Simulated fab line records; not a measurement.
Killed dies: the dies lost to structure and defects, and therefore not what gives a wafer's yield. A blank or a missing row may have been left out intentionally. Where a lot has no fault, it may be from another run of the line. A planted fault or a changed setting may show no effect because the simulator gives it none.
fab line records -- flow nand_harc -- part 2 of 2: steps 24 to 30 of 30
[record] lots = 5, wafers = 15, last_day = 25
route steps=1159 shown A_STAIRCASE@563
lots that met no fault: taken from a fault-free run of the same line
start_h: start of the lot's first displayed wafer, in hours after the record's first day -- wait_h: time in hours since the lot's previous step -- " the same as in the row above -- L1.1+2: a row that stands for several wafers -- - value missing, or start not given -- * or withheld: withheld -- < > ~ a bound
route shown NAME@n: NAME is a module with steps in the file, n the number in the route of the first one -- usual: average and standard deviation across the fault-free wafers -- same: alike in all rows -- chamber/n: place in a boat -- sites: readings site by site -- _std_site: the values' standard deviation -- _edge_site: mean of outer sites minus mean of inner sites -- radius_mm: how far each site lies from the wafer's centre -- mask NAME#n: copy n -- behind: the tool/chamber that last shaped the wafer -- hold: the reason the lot was held/the length of the hold in hours/how it ended -- device: names the non-switching transistor (n, p or np) -- end of line: at the end of the route, the tests of the same wafers -- step lacking rows: just its recipe -- killed: count of dies lost to structure and defects at first sort (not the wafer's yield) -- map: per-die view of a wafer (x killed, . not killed, _ where there is no die)
set.NAME: the setting the step ran with; set.NAME@STEP: the setting that earlier step ran with -- model.NAME: the simulator's own value behind a step, which no gauge read
a table for each step, a row for each wafer; lots at some steps of the route
services: from which hour (start_h, from the record's first day; less than 0 if before it) a tool's chamber was out of use, for how many hours, and why
[[steps]]
[step NHARC_A_STAIRCASE_ETCH_194]
[recipe] target_depth_a = 1000, time_s = 40.5, ion_energy_ev = 400, c4f8_flow_sccm = 20, o2_flow_sccm = 10, ar_flow_sccm = withheld, rf_w = 600, bias_w = 1000, chemistry = C4F8/O2
[usual] oes_product_au = 0.941/0.01, rf_vpp_V = 894/5
lot.wafer,tool,chamber,start_h,wait_h,oes_product_au,rf_hours_counter_h,rf_vpp_V
L078.3,rie_diel-08,0,-,-,0.947,52,888
L078.5,rie_diel-08,0,-,-,0.950,-,890
L078.6,rie_diel-08,3,-,-,0.935,-,887
L081.4,rie_diel-08,3,-,-,0.947,55,888
L081.3,rie_diel-08,0,-,-,0.965,55,888
L081.5,rie_diel-08,1,-,-,0.931,-,894
L086.2,rie_diel-08,0,-,-,0.949,0,887
L086.4,rie_diel-08,1,-,-,0.934,0,893
L086.3,rie_diel-08,2,-,-,0.940,0,890
L089.2,rie_diel-01,2,-,-,0.941,4,899
L089.4,rie_diel-01,3,-,-,0.930,5,895
L089.3,rie_diel-01,0,-,-,0.954,5,887
L097.3,rie_diel-07,1,-,-,0.939,50,895
L097.5,rie_diel-07,3,-,-,0.949,-,895
L097.6,rie_diel-07,0,-,-,0.945,-,902
[step NHARC_A_STAIRCASE_TRIM_196]
[recipe] time_s = 211.2, o2_flow_sccm = 500, ar_flow_sccm = 0, bias_w = 0, chemistry = O2
[usual] drypump_motor_current_A = 5.7/0.44, oes_product_au = 1.001/0.0086, rf_vpp_V = 57.5/0.92, showerhead_plenum_p_Torr = 3.44/0.12, throttle_valve_pct = 17.036/0.0089
lot.wafer,tool,chamber,start_h,wait_h,drypump_motor_current_A,oes_product_au,rf_hours_counter_h,rf_vpp_V,showerhead_plenum_p_Torr,throttle_valve_pct
L078.3,rie_diel-01,2,267.43,0.1,6.0,0.992,46,57.3,3.62,17.022
L078.6,rie_diel-01,0,267.43,0.1,6.8,1.001,-,56.0,3.31,17.042
L078.5,rie_diel-01,1,267.43,0.1,5.1,1.013,-,58.1,3.35,17.046
L081.4,rie_diel-08,1,273.06,0.1,5.6,1.014,47,58.4,3.49,17.030
L081.3,rie_diel-08,2,273.06,0.1,6.0,0.998,37,55.6,3.39,17.030
L081.5,rie_diel-08,1,273.06,0.1,5.5,0.999,-,57.3,3.49,17.035
L086.2,rie_diel-08,3,313.11,0.1,5.5,1.001,0,57.2,3.33,17.029
L086.3,rie_diel-08,0,313.11,0.1,5.8,1.005,0,58.0,3.33,17.045
L086.4,rie_diel-08,1,313.11,0.1,5.5,0.996,1,55.9,3.48,17.017
L089.2,rie_diel-01,3,333.92,0.1,5.4,0.983,5,58.0,3.47,17.036
L089.4,rie_diel-01,0,333.92,0.1,6.7,1.008,5,59.2,3.30,17.044
L089.3,rie_diel-01,2,333.92,0.1,6.0,1.002,4,57.4,3.61,17.032
L097.3,rie_diel-07,2,382.10,0.1,6.0,1.006,52,56.4,3.53,17.045
L097.6,rie_diel-07,2,382.10,0.1,6.0,1.015,-,57.8,3.53,17.047
L097.5,rie_diel-07,3,382.10,0.1,5.3,1.001,-,58.1,3.47,17.048
[step NHARC_A_STAIRCASE_ETCH_197]
[recipe] target_depth_a = 1000, time_s = 40.5, ion_energy_ev = 400, c4f8_flow_sccm = 20, o2_flow_sccm = 10, ar_flow_sccm = withheld, rf_w = 600, bias_w = 1000, chemistry = C4F8/O2
[usual] oes_product_au = 0.949/0.015, rf_vpp_V = 893/4.7
lot.wafer,tool,chamber,start_h,wait_h,oes_product_au,rf_hours_counter_h,rf_vpp_V
L078.3,rie_diel-01,3,-,-,0.938,46,894
L078.6,rie_diel-01,1,-,-,0.932,-,890
L078.5,rie_diel-01,2,-,-,0.936,-,899
L081.3,rie_diel-08,0,-,-,0.949,55,890
L081.4,rie_diel-08,1,-,-,0.931,47,894
L081.5,rie_diel-08,3,-,-,0.944,-,888
L086.2,rie_diel-08,2,-,-,0.934,0,891
L086.3,rie_diel-08,0,-,-,0.935,1,887
L086.4,rie_diel-08,1,-,-,0.937,1,893
L089.4,rie_diel-01,1,-,-,0.954,4,889
L089.2,rie_diel-01,2,-,-,0.954,4,899
L089.3,rie_diel-01,3,-,-,0.931,5,895
L097.3,rie_diel-07,3,-,-,0.946,54,895
L097.6,rie_diel-07,2,-,-,0.945,-,897
L097.5,rie_diel-07,3,-,-,0.947,-,892
[step NHARC_A_STAIRCASE_TRIM_198]
[recipe] time_s = 211.2, o2_flow_sccm = 500, ar_flow_sccm = 0, bias_w = 0, chemistry = O2
[usual] drypump_motor_current_A = 5.7/0.43, oes_product_au = 1.001/0.0091, rf_vpp_V = 57.6/0.81, showerhead_plenum_p_Torr = 3.44/0.13, throttle_valve_pct = 17.036/0.0085
lot.wafer,tool,chamber,start_h,wait_h,drypump_motor_current_A,oes_product_au,rf_hours_counter_h,rf_vpp_V,showerhead_plenum_p_Torr,throttle_valve_pct
L078.3,rie_diel-01,1,-,-,5.1,1.002,50,58.2,3.35,17.039
L078.6,rie_diel-01,1,-,-,5.2,1.000,-,57.4,3.35,17.031
L078.5,rie_diel-01,2,-,-,6.0,0.986,-,58.4,3.63,17.026
L081.4,rie_diel-08,1,-,-,5.5,1.005,48,57.5,3.49,17.028
L081.3,rie_diel-08,3,-,-,5.6,1.000,56,57.4,3.33,17.037
L081.5,rie_diel-08,2,-,-,6.0,0.994,-,56.4,3.39,17.036
L086.2,rie_diel-08,2,-,-,6.0,1.006,1,58.8,3.38,17.041
L086.3,rie_diel-08,3,-,-,5.6,1.000,1,56.6,3.33,17.042
L086.4,rie_diel-08,0,-,-,5.8,1.003,1,56.5,3.33,17.029
L089.2,rie_diel-01,3,-,-,5.3,1.000,5,57.5,3.47,17.043
L089.4,rie_diel-01,0,-,-,6.7,1.016,5,57.2,3.30,17.034
L089.3,rie_diel-01,2,-,-,6.0,1.007,4,57.9,3.61,17.026
L097.3,rie_diel-07,1,-,-,5.7,1.015,50,58.0,3.48,17.050
L097.5,rie_diel-07,2,-,-,5.9,1.014,-,57.8,3.53,17.039
L097.6,rie_diel-07,3,-,-,5.2,1.006,-,57.2,3.47,17.030
[step NHARC_A_STAIRCASE_ETCH_199]
[recipe] target_depth_a = 1000, time_s = 40.5, ion_energy_ev = 400, c4f8_flow_sccm = 20, o2_flow_sccm = 10, ar_flow_sccm = withheld, rf_w = 600, bias_w = 1000, chemistry = C4F8/O2
[usual] oes_product_au = 0.945/0.012, rf_vpp_V = 892/4.7
lot.wafer,tool,chamber,start_h,wait_h,oes_product_au,rf_hours_counter_h,rf_vpp_V
L078.3,rie_diel-01,1,-,-,0.946,50,888
L078.6,rie_diel-01,3,-,-,0.928,-,893
L078.5,rie_diel-01,0,-,-,0.940,-,888
L081.4,rie_diel-08,2,-,-,0.927,37,890
L081.3,rie_diel-08,0,-,-,0.944,56,888
L081.5,rie_diel-08,1,-,-,0.930,-,895
L086.2,rie_diel-08,1,-,-,0.923,1,895
L086.4,rie_diel-08,2,-,-,0.938,1,891
L086.3,rie_diel-08,3,-,-,0.952,1,889
L089.2,rie_diel-01,0,-,-,0.948,5,887
L089.3,rie_diel-01,1,-,-,0.954,4,890
L089.4,rie_diel-01,3,-,-,0.935,5,893
L097.3,rie_diel-07,1,-,-,0.952,50,893
L097.6,rie_diel-07,1,-,-,0.955,-,894
L097.5,rie_diel-07,2,-,-,0.947,-,897
[step NHARC_A_STAIRCASE_TRIM_200]
[recipe] time_s = 211.2, o2_flow_sccm = 500, ar_flow_sccm = 0, bias_w = 0, chemistry = O2
[usual] drypump_motor_current_A = 5.7/0.45, oes_product_au = 1.003/0.0097, rf_vpp_V = 57.5/0.77, showerhead_plenum_p_Torr = 3.44/0.13, throttle_valve_pct = 17.036/0.0091
lot.wafer,tool,chamber,start_h,wait_h,drypump_motor_current_A,oes_product_au,rf_hours_counter_h,rf_vpp_V,showerhead_plenum_p_Torr,throttle_valve_pct
L078.3,rie_diel-01,1,-,-,5.1,0.999,50,56.8,3.35,17.051
L078.5,rie_diel-01,2,-,-,6.0,1.009,-,58.0,3.62,17.055
L078.6,rie_diel-01,3,-,-,5.4,0.998,-,57.7,3.48,17.035
L081.3,rie_diel-08,1,-,-,5.5,0.995,48,56.1,3.49,17.030
L081.4,rie_diel-08,3,-,-,5.6,1.001,56,58.3,3.33,17.018
L081.5,rie_diel-08,0,-,-,5.8,1.020,-,56.1,3.33,17.032
L086.2,rie_diel-08,0,-,-,5.7,1.002,1,58.4,3.33,17.057
L086.4,rie_diel-08,1,-,-,5.5,0.987,1,57.0,3.48,17.042
L086.3,rie_diel-08,2,-,-,6.0,0.992,1,58.4,3.38,17.032
L089.3,rie_diel-01,0,-,-,6.7,1.013,5,56.5,3.30,17.020
L089.2,rie_diel-01,1,-,-,5.1,1.012,4,58.0,3.34,17.032
L089.4,rie_diel-01,2,-,-,6.0,1.005,4,58.2,3.61,17.020
L097.3,rie_diel-07,1,-,-,5.7,1.018,50,56.2,3.48,17.037
L097.5,rie_diel-07,0,-,-,5.8,1.019,-,58.1,3.74,17.052
L097.6,rie_diel-07,1,-,-,5.7,1.013,-,56.9,3.48,17.029
[step NHARC_A_STAIRCASE_ETCH_201]
[recipe] target_depth_a = 1000, time_s = 40.5, ion_energy_ev = 400, c4f8_flow_sccm = 20, o2_flow_sccm = 10, ar_flow_sccm = withheld, rf_w = 600, bias_w = 1000, chemistry = C4F8/O2
[usual] oes_product_au = 0.942/0.011, rf_vpp_V = 893/4.7
lot.wafer,tool,chamber,start_h,wait_h,oes_product_au,rf_hours_counter_h,rf_vpp_V
L078.3,rie_diel-01,1,-,-,0.935,50,888
L078.6,rie_diel-01,3,-,-,0.935,-,894
L078.5,rie_diel-01,0,-,-,0.949,-,890
L081.3,rie_diel-08,3,-,-,0.956,56,889
L081.4,rie_diel-08,2,-,-,0.928,38,889
L081.5,rie_diel-08,3,-,-,0.944,-,887
L086.3,rie_diel-08,0,-,-,0.944,1,888
L086.2,rie_diel-08,1,-,-,0.929,1,894
L086.4,rie_diel-08,2,-,-,0.935,1,891
L089.2,rie_diel-01,2,-,-,0.953,4,900
L089.3,rie_diel-01,3,-,-,0.944,5,893
L089.4,rie_diel-01,0,-,-,0.967,5,888
L097.3,rie_diel-07,0,-,-,0.954,47,904
L097.5,rie_diel-07,1,-,-,0.956,-,895
L097.6,rie_diel-07,2,-,-,0.965,-,896
[[services]]
tool,chamber,start_h,hours,kind
rie_diel-08,3,254.08,6.2,repair
rie_diel-08,0,257.49,-,clean
rie_diel-08,1,257.49,-,clean
rie_diel-08,2,257.49,-,clean
krf_scanner-02,-,260.26,1.4,repair
wet_bench-07,-,272.00,8.0,pm
plasma_asher-01,-,276.00,9.0,pm
rie_diel-08,0,281.99,-,clean
rie_diel-08,1,281.99,-,clean
rie_diel-08,2,281.99,-,clean
rie_diel-08,3,281.99,-,clean
krf_scanner-04,-,298.00,4.0,pm
rie_diel-08,-,302.88,9.0,pm
rie_diel-08,0,302.88,9.0,vent_cycle
rie_diel-01,-,314.93,9.0,pm
rie_diel-08,-,321.30,0.4,repair
krf_scanner-03,-,329.52,4.6,repair
krf_scanner-03,-,340.00,4.0,pm
rie_diel-08,1,348.57,18.6,repair
wet_bench-02,-,356.00,8.0,pm
plasma_asher-02,-,360.00,9.0,pm
litho_track-07,-,364.00,7.0,pm
krf_scanner-04,-,367.61,2.2,repair
krf_scanner-02,-,382.00,4.0,pm
